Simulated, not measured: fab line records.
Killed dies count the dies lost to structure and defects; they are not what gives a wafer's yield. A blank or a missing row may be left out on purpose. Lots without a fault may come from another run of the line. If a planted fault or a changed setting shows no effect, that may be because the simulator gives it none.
fab line records -- flow n5_finfet
record lots=7, wafers=21
route steps=1938 shown BEOL_M0@715 BEOL_M2@841 BEOL_M3@931 BEOL_M4@1025
start_h: the number of hours between the record's first day and the start of the first shown wafer of the lot -- wait_h: hours since the lot's step before -- " repeats the value in the row above -- L1.1+2: a row that stands for several wafers -- - no value present, or no start provided -- * or withheld: withheld -- < > ~ a bound
route shown NAME@n: NAME is a module with steps in the file, n the number in the route of the first one -- usual: average and standard deviation across the fault-free wafers -- same: alike in all rows -- chamber/n: place in a boat -- sites: each site's reading -- _std_site: the standard deviation of these -- _edge_site: outer sites' mean less inner sites' -- radius_mm: how far each site lies from the wafer's centre -- mask NAME#n: copy n -- behind: the most recent tool/chamber to have shaped the wafer -- hold: the reason the lot was held/the length of the hold in hours/how it ended -- device: the transistor (n, p or np) that didn't switch -- end of line: the route-end tests of the same wafers -- where a step has no rows: the recipe by itself -- killed: the dies lost at the first sort to structure and to defects; this is not the yield of the wafer -- map: shows each die of a wafer: x if killed, . if not, _ if none is there
set.NAME: the setting the step ran with; set.NAME@STEP: the setting that earlier step ran with -- model.NAME: the simulator's own value behind a step, which no gauge read
lots with deliberately changed settings; one table per step, one row per wafer
## steps
# step N5_BEOL_M0_ETCH_138
# recipe chemistry=CH3F/O2, target_depth_a=120, target=SiCN, time_s=31.6, ion_energy_ev=120, pressure_mtorr=30, source_w=395, bias_w=75, Ar_flow_sccm=150, CH3F_flow_sccm=30, O2_flow_sccm=20, ends=cleared
# usual rf_vpp_V=297.9/1.5
lot.wafer,tool,chamber,start_h,wait_h,set.source_w,rf_vpp_V
L076.2,rie_diel-03,3,128.24,0.0,463.3,283.8
L076.4,rie_diel-03,2,128.24,0.0,395,298.1
L076.5,rie_diel-03,0,128.24,0.0,463.3,283.4
L078.4,rie_diel-03,1,134.56,0.0,395,296.6
L078.5,rie_diel-03,1,134.56,0.0,395,296.2
L078.6,rie_diel-03,2,134.56,0.0,395,297.5
L080.2,rie_diel-04,2,148.78,0.0,339.2,312.7
L080.3,rie_diel-04,3,148.78,0.0,395,297.3
L080.4,rie_diel-04,1,148.78,0.0,339.2,314.5
L087.1,rie_diel-03,0,192.44,0.0,395,299.5
L087.2,rie_diel-03,2,192.44,0.0,395,296.0
L087.5,rie_diel-03,0,192.44,0.0,395,300.0
L088.1,rie_diel-03,0,198.40,0.0,395,299.3
L088.2,rie_diel-03,1,198.40,0.0,444.4,285.7
L088.4,rie_diel-03,1,198.40,0.0,395,297.2
L089.1,rie_diel-04,1,209.21,0.0,395,297.7
L089.3,rie_diel-04,0,209.21,0.0,395,297.4
L089.4,rie_diel-04,2,209.21,0.0,395,295.8
L097.1,rie_diel-03,1,250.65,0.0,355.3,308.1
L097.3,rie_diel-03,3,250.65,0.0,395,297.9
L097.5,rie_diel-03,1,250.65,0.0,355.3,308.2
# step N5_BEOL_M2_ILD_DEP_00
# recipe material=SiOC, target_thk_a=790, temp_c=350, precursor=DEMS/O2, pressure_torr=5, rf_w=500, time_s=15.3
lot.wafer,tool,chamber,start_h,wait_h,set.time_s,model.SiOC_of_BEOL_M2_ILD_DEP_00.thk_nm
L076.2,pecvd-02,1,144.03,0.0,15.3,78
L076.4,pecvd-02,2,144.03,0.0,15.3,76.8
L076.5,pecvd-02,0,144.03,0.0,16.02,82.6
L078.4,pecvd-01,2,147.96,0.1,16.76,87.4
L078.5,pecvd-01,0,147.96,0.1,16.76,86.6
L078.6,pecvd-01,1,147.96,0.1,15.3,78.4
L080.2,pecvd-02,0,162.81,0.0,13.28,69.6
L080.3,pecvd-02,2,162.81,0.0,15.3,77.6
L080.4,pecvd-02,2,162.81,0.0,13.28,68
L088.1,pecvd-02,0,214.46,0.0,14.23,72.8
L088.2,pecvd-02,1,214.46,0.0,15.3,77.6
L088.4,pecvd-02,1,214.46,0.0,14.23,73.2
L087.1,pecvd-02,0,216.42,0.0,15.3,78.6
L087.2,pecvd-02,1,216.42,0.0,13.84,71.4
L087.5,pecvd-02,1,216.42,0.0,15.3,80
L089.1,pecvd-01,0,222.23,0.0,15.3,77.6
L089.3+4,pecvd-01,"1,0",222.23,0.0,15.3,79
L097.1,pecvd-02,2,273.24,0.0,14.08,71
L097.3,pecvd-02,0,273.24,0.0,15.3,78.6
L097.5,pecvd-02,2,273.24,0.0,15.3,78
# step N5_BEOL_M2_THK_MEAS_01
# recipe reads=SiOC_of_BEOL_M2_ILD_DEP_00
# usual M2_ILD_THK=78.8/1.1
lot.wafer,tool,chamber,start_h,wait_h,set.time_s@BEOL_M2_ILD_DEP_00,M2_ILD_THK[nm]
L076.2,film_metro-02,-,144.10,0.1,15.3,78.0
L076.4,film_metro-02,-,144.10,0.1,15.3,76.8
L076.5,film_metro-02,-,144.10,0.1,16.02,82.6
L078.4,film_metro-01,-,148.01,0.0,16.76,87.4
L078.5,film_metro-01,-,148.01,0.0,16.76,86.6
L078.6,film_metro-01,-,148.01,0.0,15.3,78.4
L080.2,film_metro-01,-,162.87,0.1,13.28,69.5
L080.3,film_metro-01,-,162.87,0.1,15.3,77.5
L080.4,film_metro-01,-,162.87,0.1,13.28,68.0
L088.1,film_metro-02,-,214.55,0.1,14.23,72.8
L088.2,film_metro-02,-,214.55,0.1,15.3,77.6
L088.4,film_metro-02,-,214.55,0.1,14.23,73.2
L087.1,film_metro-02,-,216.50,0.1,15.3,78.7
L087.2,film_metro-02,-,216.50,0.1,13.84,71.5
L087.5,film_metro-02,-,216.50,0.1,15.3,79.9
L089.1,film_metro-01,-,222.31,0.1,15.3,77.6
L089.3,film_metro-01,-,222.31,0.1,15.3,79.1
L089.4,film_metro-01,-,222.31,0.1,15.3,79.0
L097.1,film_metro-02,-,273.30,0.0,14.08,71.1
L097.3,film_metro-02,-,273.30,0.0,15.3,78.7
L097.5,film_metro-02,-,273.30,0.0,15.3,78.0
# step N5_BEOL_M2_DESCUM_16
# recipe chemistry=O2, time_s=7, source_power_w=50, bias_power_w=20, pressure_mtorr=20, rf_frequency_hz=2.712e+07, temp_c=40, resist=CAR-EUV, o2_flow_sccm=225
lot.wafer,tool,chamber,start_h,wait_h,set.time_s,model.CAR-EUV_of_BEOL_M2_COAT_05.thk_nm
L076.2,rie_diel-03,0,145.26,0.1,7,26.2
L076.4+5,rie_diel-03,3,145.26,0.1,8.043,25.6
L078.4,rie_diel-04,0,151.48,0.6,7.962,25.4
L078.5,rie_diel-04,0,151.48,0.6,7,26
L078.6,rie_diel-04,3,151.48,0.6,7.962,25.6
L080.2,rie_diel-04,2,164.07,0.0,8.225,25.4
L080.3,rie_diel-04,0,164.07,0.0,8.225,25.6
L080.4,rie_diel-04,2,164.07,0.0,7,26
L088.1+2,rie_diel-04,"0,1",215.35,0.2,6.151,26.4
L088.4,rie_diel-04,1,215.35,0.2,7,26
L087.1,rie_diel-04,1,218.44,0.0,7,26.2
L087.2+5,rie_diel-04,"0,3",218.44,0.0,7,26
L089.1+3+4,rie_diel-03,"1,0,2",223.82,0.0,7,26
L097.1+5,rie_diel-03,3,274.77,0.4,7,26
L097.3,rie_diel-03,1,274.77,0.4,7,26.2
# step N5_BEOL_M2_ETCH_74
# recipe chemistry=N2/H2, target=underlayer, target_depth_a=65, mask_material=CAR-EUV, time_s=5.2, ion_energy_ev=200, pressure_mtorr=30, source_w=840, bias_w=150, n2_flow_sccm=200, h2_flow_sccm=200, ends=cleared
# usual rf_vpp_V=524.6/2.2
lot.wafer,tool,chamber,start_h,wait_h,set.source_w,rf_vpp_V
L076.2,rie_diel-03,0,145.29,0.0,840,528.9
L076.4,rie_diel-03,3,145.29,0.0,885.9,516.5
L076.5,rie_diel-03,3,145.29,0.0,885.9,515.6
L078.4,rie_diel-04,0,151.51,0.0,893,511.9
L078.5,rie_diel-04,0,151.51,0.0,893,512.3
L078.6,rie_diel-04,3,151.51,0.0,840,528.0
L080.2,rie_diel-04,2,164.10,0.0,700,554.2
L080.3,rie_diel-04,0,164.10,0.0,840,523.0
L080.4,rie_diel-04,2,164.10,0.0,700,558.1
L088.1,rie_diel-04,0,215.38,0.0,840,524.3
L088.2,rie_diel-04,1,215.38,0.0,840,526.8
L088.4,rie_diel-04,1,215.38,0.0,840,522.6
L087.1,rie_diel-04,1,218.48,0.0,840,525.5
L087.2,rie_diel-04,0,218.48,0.0,840,523.6
L087.5,rie_diel-04,3,218.48,0.0,840,526.8
L089.1,rie_diel-03,1,223.85,0.0,840,521.4
L089.3,rie_diel-03,0,223.85,0.0,840,527.4
L089.4,rie_diel-03,2,223.85,0.0,840,522.1
L097.1,rie_diel-03,3,274.80,0.0,840,524.5
L097.3,rie_diel-03,1,274.80,0.0,840,526.1
L097.5,rie_diel-03,3,274.80,0.0,840,527.3
# step N5_BEOL_M3_ILD_DEP_00
# recipe material=SiOC, target_thk_a=790, temp_c=350, precursor=DEMS/O2, pressure_torr=5, rf_w=500, time_s=15.3
lot.wafer,tool,chamber,start_h,wait_h,set.time_s,model.SiOC_of_BEOL_M3_ILD_DEP_00.thk_nm
L076.2,pecvd-02,0,152.63,0.0,15.3,79
L076.4,pecvd-02,0,152.63,0.0,15.3,79.2
L076.5,pecvd-02,1,152.63,0.0,15.3,78.4
L078.4,pecvd-02,0,159.13,0.1,15.3,80.8
L078.5,pecvd-02,1,159.13,0.1,15.3,79
L078.6,pecvd-02,2,159.13,0.1,15.3,79.4
L080.2,pecvd-02,0,171.79,0.0,15.3,79.6
L080.3,pecvd-02,2,171.79,0.0,17.15,87.8
L080.4,pecvd-02,1,171.79,0.0,17.15,88
L088.1,pecvd-02,2,224.09,0.0,15.3,79
L088.2,pecvd-02,1,224.09,0.0,16.5,82.8
L088.4,pecvd-02,0,224.09,0.0,16.5,85
L087.1,pecvd-03,2,225.86,0.0,13.29,68
L087.2,pecvd-03,1,225.86,0.0,15.3,78
L087.5,pecvd-03,1,225.86,0.0,15.3,79.6
L089.1,pecvd-02,1,233.15,0.0,15.3,77.4
L089.3,pecvd-02,2,233.15,0.0,15.3,78.4
L089.4,pecvd-02,1,233.15,0.0,15.3,78.8
L097.1,pecvd-04,1,282.88,0.0,13.76,71.2
L097.3,pecvd-04,2,282.88,0.0,13.76,72.2
L097.5,pecvd-04,2,282.88,0.0,15.3,80.6
# step N5_BEOL_M3_THK_MEAS_01
# recipe reads=SiOC_of_BEOL_M3_ILD_DEP_00
# usual M3_ILD_THK=79.2/1.1
lot.wafer,tool,chamber,start_h,wait_h,set.time_s@BEOL_M3_ILD_DEP_00,M3_ILD_THK[nm]
L076.2,film_metro-01,-,152.70,0.1,15.3,78.8
L076.4,film_metro-01,-,152.70,0.1,15.3,79.1
L076.5,film_metro-01,-,152.70,0.1,15.3,78.3
L078.4,film_metro-02,-,159.18,0.0,15.3,80.7
L078.5,film_metro-02,-,159.18,0.0,15.3,79.0
L078.6,film_metro-02,-,159.18,0.0,15.3,79.3
L080.2,film_metro-01,-,171.85,0.1,15.3,79.6
L080.3,film_metro-01,-,171.85,0.1,17.15,87.7
L080.4,film_metro-01,-,171.85,0.1,17.15,88.1
L088.1,film_metro-01,-,224.15,0.0,15.3,79.1
L088.2,film_metro-01,-,224.15,0.0,16.5,82.9
L088.4,film_metro-01,-,224.15,0.0,16.5,85.0
L087.1,film_metro-01,-,225.92,0.0,13.29,68.1
L087.2,film_metro-01,-,225.92,0.0,15.3,78.1
L087.5,film_metro-01,-,225.92,0.0,15.3,79.6
L089.1,film_metro-01,-,233.22,0.0,15.3,77.4
L089.3,film_metro-01,-,233.22,0.0,15.3,78.4
L089.4,film_metro-01,-,233.22,0.0,15.3,78.9
L097.1,film_metro-01,-,282.95,0.0,13.76,71.1
L097.3,film_metro-01,-,282.95,0.0,13.76,72.2
L097.5,film_metro-01,-,282.95,0.0,15.3,80.5
# step N5_BEOL_M3_EXPOSE_08
# recipe mask_id=M3, na=0.33, source_shape=dipole, sigma_inner=0.369, sigma_outer=0.767, polarization=unpolarized, dose_mj=33
lot.wafer,tool,chamber,start_h,wait_h,mask,set.dose_mj
L076.2+5,euv_scanner-02,0,153.48,-,M3#0,31
L076.4,euv_scanner-02,0,153.48,-,M3#0,33
L078.4+5+6,euv_scanner-02,0,162.03,-,M3#0,33
L080.2+3,euv_scanner-01,0,172.48,-,M3#0,33
L080.4,euv_scanner-01,0,172.48,-,M3#0,30.71
L088.1+2,euv_scanner-02,0,225.06,-,M3#0,33
L088.4,euv_scanner-02,0,225.06,-,M3#0,30.84
L087.1+2+5,euv_scanner-01,0,228.68,-,M3#0,33
L089.1+3+4,euv_scanner-02,0,235.71,-,M3#0,33
L097.1+3+5,euv_scanner-01,0,283.72,-,M3#0,33
# step N5_BEOL_M3_PEB_09
# recipe peb_temp_c=100, peb_time_s=60, resist=CAR-EUV
# step N5_BEOL_M3_DEVELOP_10
# recipe develop_time_s=30, developer=TMAH, resist=CAR-EUV, rinse_liquid=surfactant_rinse, dry=air_spin, dev_temp_c=23
# step N5_BEOL_M3_CD_MEAS_11
# recipe target_cd_nm=17.05, landing_energy_ev=500, detector=se_inlens, polarity=opening
# usual cd_nm=17.09/0.25
lot.wafer,tool,chamber,start_h,wait_h,set.dose_mj@BEOL_M3_EXPOSE_08,cd_nm
L076.2,cd_sem-03,0,153.60,-,31,15.49
L076.4,cd_sem-03,0,153.60,-,33,17.00
L076.5,cd_sem-03,0,153.60,-,31,15.68
L078.4,cd_sem-03,0,162.14,-,33,16.86
L078.5,cd_sem-03,0,162.14,-,33,17.79
L078.6,cd_sem-03,0,162.14,-,33,17.37
L080.2,cd_sem-02,0,172.60,-,33,16.95
L080.3,cd_sem-02,0,172.60,-,33,17.06
L080.4,cd_sem-02,0,172.60,-,30.71,15.23
L088.1,cd_sem-01,0,225.19,-,33,17.08
L088.2,cd_sem-01,0,225.19,-,33,17.15
L088.4,cd_sem-01,0,225.19,-,30.84,16.10
L087.1,cd_sem-01,0,228.80,-,33,17.00
L087.2,cd_sem-01,0,228.80,-,33,17.61
L087.5,cd_sem-01,0,228.80,-,33,16.80
L089.1,cd_sem-02,0,235.84,-,33,17.28
L089.3,cd_sem-02,0,235.84,-,33,17.21
L089.4,cd_sem-02,0,235.84,-,33,17.31
L097.1,cd_sem-02,0,283.84,-,33,16.55
L097.3,cd_sem-02,0,283.84,-,33,16.88
L097.5,cd_sem-02,0,283.84,-,33,17.44
# step N5_BEOL_M3_DESCUM_16
# recipe chemistry=O2, time_s=7, source_power_w=50, bias_power_w=20, pressure_mtorr=20, rf_frequency_hz=2.712e+07, temp_c=40, resist=CAR-EUV, o2_flow_sccm=225
# step N5_BEOL_M3_ETCH_74
# recipe chemistry=N2/H2, target=underlayer, target_depth_a=65, mask_material=CAR-EUV, time_s=5.2, ion_energy_ev=200, pressure_mtorr=30, source_w=840, bias_w=150, n2_flow_sccm=200, h2_flow_sccm=200, ends=cleared
lot.wafer,tool,chamber,start_h,wait_h,set.dose_mj@BEOL_M3_EXPOSE_08,model.BEOL_M3.cd_offset_nm
L076.2+5,rie_diel-05,"2,3",153.88,0.0,31,-1.4
L076.4,rie_diel-05,0,153.88,0.0,33,-0.2
L078.4,rie_diel-05,1,162.30,0.0,33,-0.2
L078.5,rie_diel-05,3,162.30,0.0,33,0
L078.6,rie_diel-05,2,162.30,0.0,33,0.2
L080.2,rie_diel-06,2,172.76,0.0,33,-0.2
L080.3,rie_diel-06,0,172.76,0.0,33,0.2
L080.4,rie_diel-06,1,172.76,0.0,30.71,-1.6
L088.1+2,rie_diel-05,"2,0",225.35,0.0,33,0
L088.4,rie_diel-05,3,225.35,0.0,30.84,-1.2
L087.1,rie_diel-02,1,228.96,0.0,33,-0.2
L087.2,rie_diel-02,3,228.96,0.0,33,0.2
L087.5,rie_diel-02,1,228.96,0.0,33,0
L089.1+3,rie_diel-06,"2,0",236.00,0.0,33,0.4
L089.4,rie_diel-06,1,236.00,0.0,33,0.2
L097.1,rie_diel-06,2,284.06,0.0,33,0
L097.3,rie_diel-06,0,284.06,0.0,33,-0.2
L097.5,rie_diel-06,0,284.06,0.0,33,0.2
# step N5_BEOL_M3_ETCH_63
# recipe chemistry=CF4, target=SiARC, target_depth_a=156, mask_material=CAR-EUV, time_s=26, ion_energy_ev=80, pressure_mtorr=40, source_w=545, bias_w=36, Ar_flow_sccm=100, cf4_flow_sccm=100, ends=cleared
lot.wafer,tool,chamber,start_h,wait_h,set.dose_mj@BEOL_M3_EXPOSE_08,model.BEOL_M3.cd_offset_nm
L076.2,rie_diel-05,2,153.90,0.0,31,-1.6
L076.4,rie_diel-05,0,153.90,0.0,33,-0.2
L076.5,rie_diel-05,3,153.90,0.0,31,-1.4
L078.4,rie_diel-05,1,162.32,0.0,33,-0.2
L078.5+6,rie_diel-05,"3,2",162.32,0.0,33,0
L080.2,rie_diel-06,2,172.77,0.0,33,0
L080.3,rie_diel-06,0,172.77,0.0,33,0.2
L080.4,rie_diel-06,1,172.77,0.0,30.71,-1.6
L088.1,rie_diel-05,2,225.37,0.0,33,0
L088.2,rie_diel-05,0,225.37,0.0,33,-0.2
L088.4,rie_diel-05,3,225.37,0.0,30.84,-1.4
L087.1,rie_diel-02,1,228.98,0.0,33,-0.2
L087.2+5,rie_diel-02,"3,1",228.98,0.0,33,0
L089.1+3,rie_diel-06,"2,0",236.01,0.0,33,0.4
L089.4,rie_diel-06,1,236.01,0.0,33,0.2
L097.1,rie_diel-06,2,284.07,0.0,33,0
L097.3,rie_diel-06,0,284.07,0.0,33,-0.2
L097.5,rie_diel-06,0,284.07,0.0,33,0.2
# step N5_BEOL_M3_ETCH_64
# recipe chemistry=N2/H2, target=SOC, target_depth_a=750, overetch_a=150, mask_material=SiARC, temp_c=40, time_s=112.5, ion_energy_ev=200, pressure_mtorr=30, source_w=840, bias_w=150, n2_flow_sccm=200, h2_flow_sccm=200
lot.wafer,tool,chamber,start_h,wait_h,set.dose_mj@BEOL_M3_EXPOSE_08,model.BEOL_M3.cd_offset_nm
L076.2+5,rie_diel-05,"2,3",153.93,0.0,31,-1.6
L076.4,rie_diel-05,0,153.93,0.0,33,-0.2
L078.4+5,rie_diel-05,"1,3",162.39,0.1,33,-0.2
L078.6,rie_diel-05,2,162.39,0.1,33,0.2
L080.2,rie_diel-06,2,172.80,0.0,33,0
L080.3,rie_diel-06,0,172.80,0.0,33,0.4
L080.4,rie_diel-06,1,172.80,0.0,30.71,-1.8
L088.1,rie_diel-05,2,225.39,0.0,33,0.2
L088.2,rie_diel-05,0,225.39,0.0,33,0
L088.4,rie_diel-05,3,225.39,0.0,30.84,-1.4
L087.1+2,rie_diel-02,"1,3",229.01,0.0,33,-0.2
L087.5,rie_diel-02,1,229.01,0.0,33,0
L089.1,rie_diel-06,2,236.04,0.0,33,0.6
L089.3,rie_diel-06,0,236.04,0.0,33,0.4
L089.4,rie_diel-06,1,236.04,0.0,33,0
L097.1,rie_diel-06,2,284.10,0.0,33,0.2
L097.3,rie_diel-06,0,284.10,0.0,33,-0.2
L097.5,rie_diel-06,0,284.10,0.0,33,0
# step N5_BEOL_M3_STRIP_65
# recipe chemistry=N2/H2, temp_c=40, n2_flow_sccm=200, h2_flow_sccm=200, rf_frequency_hz=6e+07
# step N5_BEOL_M3_STRIP_75
# recipe chemistry=N2/H2, temp_c=40, n2_flow_sccm=200, h2_flow_sccm=200, rf_frequency_hz=6e+07
# step N5_BEOL_M3_HM_OPEN_17
# recipe chemistry=Cl2/BCl3, target_depth_a=200, overetch_a=60, target=TiN, mask_material=SOC, ion_energy_ev=150, pressure_mtorr=10, icp_w=1000, bias_w=126, Cl2_flow_sccm=53.25, bcl3_flow_sccm=21.75, Ar_flow_sccm=25
# step N5_BEOL_M3_STRIP_19
# recipe chemistry=O2, power_w=400, temp_c=40, pressure_mtorr=30, rf_frequency_hz=6e+07, bias_power_w=0, overash_fraction=0.2, o2_flow_sccm=225
# step N5_BEOL_M3_CD_MEAS_18
# recipe pitch_nm=36, target_cd_nm=18
# usual cd_nm=17.9/0.37
lot.wafer,tool,chamber,start_h,wait_h,set.dose_mj@BEOL_M3_EXPOSE_08,cd_nm
L076.2,cd_sem-02,-,154.28,0.1,31,16.8
L076.4,cd_sem-02,-,154.28,0.1,33,17.8
L076.5,cd_sem-02,-,154.28,0.1,31,16.4
L078.4,cd_sem-03,-,162.69,0.0,33,17.6
L078.5,cd_sem-03,-,162.69,0.0,33,18.2
L078.6,cd_sem-03,-,162.69,0.0,33,18.1
L080.2,cd_sem-03,-,173.15,0.1,33,17.9
L080.3,cd_sem-03,-,173.15,0.1,33,18.4
L080.4,cd_sem-03,-,173.15,0.1,30.71,16.2
L088.1,cd_sem-03,-,225.74,0.0,33,18.0
L088.2,cd_sem-03,-,225.74,0.0,33,17.7
L088.4,cd_sem-03,-,225.74,0.0,30.84,16.8
L087.1,cd_sem-01,-,229.36,0.0,33,17.8
L087.2,cd_sem-01,-,229.36,0.0,33,17.7
L087.5,cd_sem-01,-,229.36,0.0,33,17.7
L089.1,cd_sem-02,-,236.40,0.0,33,18.5
L089.3,cd_sem-02,-,236.40,0.0,33,18.7
L089.4,cd_sem-02,-,236.40,0.0,33,18.0
L097.1,cd_sem-02,-,284.46,0.0,33,18.4
L097.3,cd_sem-02,-,284.46,0.0,33,18.1
L097.5,cd_sem-02,-,284.46,0.0,33,18.2
# step N5_BEOL_M3_VIA_ETCH_34
# recipe chemistry=C4F6/O2, target_depth_a=694, mask_material=SOC, pressure_mtorr=15, ion_energy_ev=250, taper_deg=4, time_s=65.9, source_w=350, bias_w=170, Ar_flow_sccm=300, C4F6_flow_sccm=10, O2_flow_sccm=10
lot.wafer,tool,chamber,start_h,wait_h,set.time_s,model.etch.depth_nm,model.SOC_of_BEOL_M3_COAT_67.thk_nm
L076.2,rie_diel-02,1,157.51,0.0,58.09,60.15,52.8
L076.4,rie_diel-02,1,157.51,0.0,65.9,68.35,51.8
L076.5,rie_diel-02,3,157.51,0.0,58.09,61.06,52.8
L078.4,rie_diel-02,2,163.64,0.0,72.43,76.03,51
L078.5,rie_diel-02,0,163.64,0.0,65.9,67.69,52
L078.6,rie_diel-02,3,163.64,0.0,65.9,68.92,51.8
L080.2,rie_diel-05,2,177.41,0.0,51.15,54.15,53.8
L080.3,rie_diel-05,3,177.41,0.0,65.9,69.25,51.8
L080.4,rie_diel-05,0,177.41,0.0,51.15,55.13,53.4
L088.1,rie_diel-06,3,231.31,0.0,65.9,67.4,52.4
L088.2,rie_diel-06,0,231.31,0.0,57.52,60.11,53
L088.4,rie_diel-06,2,231.31,0.0,65.9,70.44,52
L087.1,rie_diel-06,0,231.67,0.0,65.9,68.37,52.2
L087.2,rie_diel-06,3,231.67,0.0,65.9,66.28,52.2
L087.5,rie_diel-06,1,231.67,0.0,77.06,79.77,51
L089.1,rie_diel-06,2,238.07,0.0,65.9,71.86,51.4
L089.3,rie_diel-06,3,238.07,0.0,65.9,68.43,52
L089.4,rie_diel-06,1,238.07,0.0,65.9,69.4,51.8
L097.1,rie_diel-06,2,288.55,0.0,65.9,71.16,51.8
L097.3,rie_diel-06,3,288.55,0.0,56.57,57.22,53.4
L097.5,rie_diel-06,3,288.55,0.0,56.57,57.57,53.6
# step N5_BEOL_M3_STRIP_83
# recipe chemistry=C4F6/O2, resist=SiARC, rf_frequency_hz=6e+07
# step N5_BEOL_M3_STRIP_36
# recipe chemistry=N2/H2, power_w=450, temp_c=40, pressure_mtorr=20, rf_frequency_hz=6e+07, overash_fraction=0.3, bias_power_w=7, h2_frac=0.5, n2_flow_sccm=200, h2_flow_sccm=200
# step N5_BEOL_M3_PRECLEAN_42
# recipe chemistry=residue_remover, time_s=60, temp_c=40
# step N5_BEOL_M3_SRD_43
# recipe time_s=30, temp_c=23, rinse_liquid=diw, dry=ipa_marangoni
# step N5_BEOL_M3_CD_MEAS_35
# recipe target_cd_nm=18, target_cd_y_nm=21, polarity=opening
# usual cd_nm=18.0/0.36
lot.wafer,tool,chamber,start_h,wait_h,set.dose_mj@BEOL_M3_EXPOSE_08,cd_nm
L076.2,cd_sem-01,-,158.01,0.0,31,16.0
L076.4,cd_sem-01,-,158.01,0.0,33,17.6
L076.5,cd_sem-01,-,158.01,0.0,31,16.1
L078.4,cd_sem-03,-,164.05,0.0,33,17.8
L078.5,cd_sem-03,-,164.05,0.0,33,18.1
L078.6,cd_sem-03,-,164.05,0.0,33,18.1
L080.2,cd_sem-03,-,177.84,0.0,33,18.1
L080.3,cd_sem-03,-,177.84,0.0,33,18.2
L080.4,cd_sem-03,-,177.84,0.0,30.71,15.9
L088.1,cd_sem-03,-,231.71,0.0,33,18.6
L088.2,cd_sem-03,-,231.71,0.0,33,17.9
L088.4,cd_sem-03,-,231.71,0.0,30.84,16.7
L087.1,cd_sem-02,-,232.07,0.0,33,17.7
L087.2,cd_sem-02,-,232.07,0.0,33,17.9
L087.5,cd_sem-02,-,232.07,0.0,33,18.2
L089.1,cd_sem-02,-,238.47,0.0,33,18.7
L089.3,cd_sem-02,-,238.47,0.0,33,18.3
L089.4,cd_sem-02,-,238.47,0.0,33,17.9
L097.1,cd_sem-01,-,288.97,0.0,33,18.6
L097.3,cd_sem-01,-,288.97,0.0,33,18.0
L097.5,cd_sem-01,-,288.97,0.0,33,18.3
# step N5_BEOL_M4_COAT_61
# recipe resist=SOC, temp_c=250, time_s=60, spin_rpm=1500, resist_thk_nm=60
lot.wafer,tool,chamber,start_h,wait_h,set.spin_rpm,model.SOC_of_BEOL_M4_COAT_61.thk_nm
L076.2,litho_track-03,0,166.39,0.1,1500,60
L076.4,litho_track-03,0,166.39,0.1,1500,60.2
L076.5,litho_track-03,0,166.39,0.1,1551,59
L078.4+5,litho_track-03,0,169.09,0.0,1439,61.2
L078.6,litho_track-03,0,169.09,0.0,1500,59.8
L080.2,litho_track-01,0,184.61,0.1,1603,58
L080.3,litho_track-01,0,184.61,0.1,1500,60
L080.4,litho_track-01,0,184.61,0.1,1500,59.8
L088.1,litho_track-01,0,236.72,0.1,1500,59.8
L088.2+4,litho_track-01,0,236.72,0.1,1500,60
L087.1+2,litho_track-01,0,236.90,0.1,1661,57
L087.5,litho_track-01,0,236.90,0.1,1500,60
L089.1+3+4,litho_track-01,0,243.90,0.1,1500,59.8
L097.1+3,litho_track-01,0,293.78,0.1,1405,62
L097.5,litho_track-01,0,293.78,0.1,1500,59.8
## key
split step=N5_BEOL_M0_ETCH_138, setting=source_w, stated=395, by=wafer
response step=N5_BEOL_M0_ETCH_138, reading=rf_vpp_V, change=-0.982, per=1%, r=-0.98
split step=N5_BEOL_M2_ILD_DEP_00, setting=time_s, stated=15.3, by=wafer
response step=N5_BEOL_M2_ILD_DEP_00, reading=model.SiOC_of_BEOL_M2_ILD_DEP_00.thk_nm, change=+0.791, per=1%, r=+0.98
response step=N5_BEOL_M2_THK_MEAS_01, reading=M2_ILD_THK, change=+0.786, per=1%, r=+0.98
split step=N5_BEOL_M2_DESCUM_16, setting=time_s, stated=7, by=wafer
response step=N5_BEOL_M2_DESCUM_16, reading=model.CAR-EUV_of_BEOL_M2_COAT_05.thk_nm, change=-0.034, per=1%, r=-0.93
split step=N5_BEOL_M2_ETCH_74, setting=source_w, stated=840, by=wafer
response step=N5_BEOL_M2_ETCH_74, reading=rf_vpp_V, change=-2.08, per=1%, r=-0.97
split step=N5_BEOL_M3_ILD_DEP_00, setting=time_s, stated=15.3, by=wafer
response step=N5_BEOL_M3_ILD_DEP_00, reading=model.SiOC_of_BEOL_M3_ILD_DEP_00.thk_nm, change=+0.769, per=1%, r=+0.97
response step=N5_BEOL_M3_THK_MEAS_01, reading=M3_ILD_THK, change=+0.765, per=1%, r=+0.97
split step=N5_BEOL_M3_EXPOSE_08, setting=dose_mj, stated=33, by=wafer
response step=N5_BEOL_M3_CD_MEAS_11, reading=cd_nm, change=+0.216, per=1%, r=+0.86
response step=N5_BEOL_M3_ETCH_74, reading=model.BEOL_M3.cd_offset_nm, change=+0.205, per=1%, r=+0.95
response step=N5_BEOL_M3_ETCH_63, reading=model.BEOL_M3.cd_offset_nm, change=+0.221, per=1%, r=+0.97
response step=N5_BEOL_M3_ETCH_64, reading=model.BEOL_M3.cd_offset_nm, change=+0.252, per=1%, r=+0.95
response step=N5_BEOL_M3_CD_MEAS_18, reading=cd_nm, change=+0.212, per=1%, r=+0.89
response step=N5_BEOL_M3_CD_MEAS_35, reading=cd_nm, change=+0.269, per=1%, r=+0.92
split step=N5_BEOL_M3_VIA_ETCH_34, setting=time_s, stated=65.9, by=wafer
response step=N5_BEOL_M3_VIA_ETCH_34, reading=model.etch.depth_nm, change=+0.729, per=1%, r=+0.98
response step=N5_BEOL_M3_VIA_ETCH_34, reading=model.SOC_of_BEOL_M3_COAT_67.thk_nm, change=-0.0833, per=1%, r=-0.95
split step=N5_BEOL_M4_COAT_61, setting=spin_rpm, stated=1500, by=wafer
response step=N5_BEOL_M4_COAT_61, reading=model.SOC_of_BEOL_M4_COAT_61.thk_nm, change=-0.298, per=1%, r=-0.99
